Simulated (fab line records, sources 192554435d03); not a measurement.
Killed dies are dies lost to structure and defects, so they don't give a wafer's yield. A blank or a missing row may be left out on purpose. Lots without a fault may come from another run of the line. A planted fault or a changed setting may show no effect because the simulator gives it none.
Problem report in the 8D (eight disciplines) form, filled by code | flow n5_finfet | the parts of the form that need people (team, actions taken, sign-off) are left out

1. THE PROBLEM
oes_product_au at N5_BEOL_M12_ETCH_38 reads a mean of 1.24 a.u. on 2 wafers of 1 lot; wafers without a fault read 0.83 a.u. with a standard deviation of 0.065. That is +6.3 standard deviations from the usual mean.
The step: etches SiCN in CF4/N2, target depth 68.7 nm, time 73.4 s.
First seen on wafer L254.1, day 14 17:33, on rie_diel-02. The record holds 14 wafers of 5 lots with a number at this step. Rule for "out", or "out of limits": more than 4 standard deviations from the usual mean. The other wafers with a number count as sound.

2. WHAT IT IS AND WHAT IT IS NOT
question                    | is                     | is not
which readings at this step | oes_product_au         | drypump_motor_current_A, rf_vpp_V, showerhead_plenum_p_Torr, throttle_valve_pct
which lots                  | L254                   | L251, L252, L261, L262
which wafers of those lots  | all that have a number | -
read on which tools         | rie_diel-02            | rie_diel-01, rie_diel-06
when                        | from day 14 17:33      | up to then (6 sound wafers); but 6 sound wafers of L261, L262 came after

3. SUSPECTS, AND WHAT RULES EACH OUT
Counting: a tool at a process step up to the reading stays a suspect if it ran every lot that is out and no sound lot after the first of them.
- rie_diel-01 at N5_BEOL_M12_DESCUM_33 (chemistry O2, time 7.9 s): ruled out as a lasting fault. Sound lots L261 ran on it after its first lot that is out, L254 (day 14 15:19).
- rie_diel-01 at N5_BEOL_M12_TRENCH_ETCH_34 (etches SiOC in C4F8/O2/Ar, target depth 318.95 nm, time 125.5 s): ruled out as a lasting fault. Sound lots L261 ran on it after its first lot that is out, L254 (day 14 15:41).
- rie_diel-02 at N5_BEOL_M12_ETCH_38 (etches SiCN in CF4/N2, target depth 68.7 nm, time 73.4 s): kept. It ran the lot that is out, L254 (day 14 17:33), and no sound lot after that; its last sound lot up to then is L252 (day 13 12:34). Its own readings are out on those wafers: oes_product_au.
Left after counting: rie_diel-02 at N5_BEOL_M12_ETCH_38.

4. THE CAUSE (what the simulator had put in)
Process parameter drift: rie_diel-02, from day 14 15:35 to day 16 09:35, at N5_BEOL_M12_ETCH_38. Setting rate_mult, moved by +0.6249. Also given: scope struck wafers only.
Counting left only this tool.

5. THE CHAIN OF EFFECTS, in route order
Each row: a reading whose mean over the struck wafers that have a number lies more than 3 standard deviations from the usual. Only readings for which the record gives a usual standard deviation are gone through. hours: the time from each lot's start at the first step in this table that gives one to its start at this step, as a median over the lots. sigmas: the change in usual standard deviations.
hours | step                | reading        | usual     | on struck wafers | change | sigmas
0     | N5_BEOL_M12_ETCH_38 | oes_product_au | 0.83 a.u. | 1.24             | +0.41  | +6.3
The process steps in it:
- N5_BEOL_M12_ETCH_38: etches SiCN in CF4/N2, target depth 68.7 nm, time 73.4 s.
Later measuring or inspecting steps at which every struck wafer that the step has a row for has a number for every such reading, and none has moved that far: N5_BEOL_M12_THK_MEAS_50.

6. WHAT WOULD HAVE CAUGHT IT SOONER
In this record the first reading out of limits was taken at day 14 17:33, 2 hours after the fault began at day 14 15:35.
